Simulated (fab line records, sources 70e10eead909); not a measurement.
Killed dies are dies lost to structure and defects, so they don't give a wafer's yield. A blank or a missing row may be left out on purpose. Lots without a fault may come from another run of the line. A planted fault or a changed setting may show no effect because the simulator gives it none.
Which tool did it? | flow nand_harc | 14 lots, 42 wafers sampled, at 1 step of a route of 1302

WHAT THE GAUGES READ, wafer by wafer
NHARC_A_CONTACT_CD_MEAS_53. Usual: cd_nm 289.5 nm, standard deviation 0.86.
lot  | measured     | on        | cd_nm (nm)        | flag
L103 | day 22 05:55 | cd_sem-01 | 289.3 288.8 288.8 |
L102 | day 22 15:10 | cd_sem-01 | 289.7 289.1 290.2 |
L104 | day 23 06:01 | cd_sem-01 | 289.3 289.2 288.2 |
L107 | day 24 02:34 | cd_sem-03 | 289.2 289.0 288.4 |
L108 | day 24 04:01 | cd_sem-02 | 288.2 289.3 289.8 |
L113 | day 26 16:00 | cd_sem-01 | 288.6 289.5 288.6 |
L112 | day 26 16:43 | cd_sem-02 | 289.9 288.7 290.3 |
L116 | day 27 22:23 | cd_sem-01 | 289.8 288.6 288.9 |
L119 | day 29 19:31 | cd_sem-01 | 290.5 290.6 289.5 |
L120 | day 29 23:32 | cd_sem-01 | 289.3 289.1 289.6 |
L121 | day 30 01:02 | cd_sem-01 | 289.6 289.1 288.7 |
L122 | day 30 10:47 | cd_sem-01 | 289.4 288.5 289.3 |
L123 | day 30 11:38 | cd_sem-03 | 290.6 291.5 291.0 |
L124 | day 31 01:55 | cd_sem-01 | 289.5 289.3 290.0 |

WHICH TOOL RAN EACH LOT (tool, then ch and the chambers of the sampled wafers, then the start)
The record holds no process step before these readings.

WHAT THE TOOLS THEMSELVES READ (means of the sampled wafers that have a number; where no wafer has one, the mark that the record gives instead)
The record holds no such reading with a usual standard deviation.

THE ANSWER, worked out from the rows above alone
Rule: a lot is off if the mean of its wafers that have a number lies more than 3 standard deviations from the usual mean. A lot without any number at a reading at which 4 lots or more have one is off too. The other lots that the step has rows for count as sound. The gauges are gone through in route order, then the tools' own readings, and for those a lot's mean is taken as printed above. The first step at which some lot is off is used, and at that step the reading that is off furthest; a lot without a number counts as furthest.
No lot is off at any reading shown: from this, nothing can be told.

WHAT THE SIMULATOR HAD PUT IN
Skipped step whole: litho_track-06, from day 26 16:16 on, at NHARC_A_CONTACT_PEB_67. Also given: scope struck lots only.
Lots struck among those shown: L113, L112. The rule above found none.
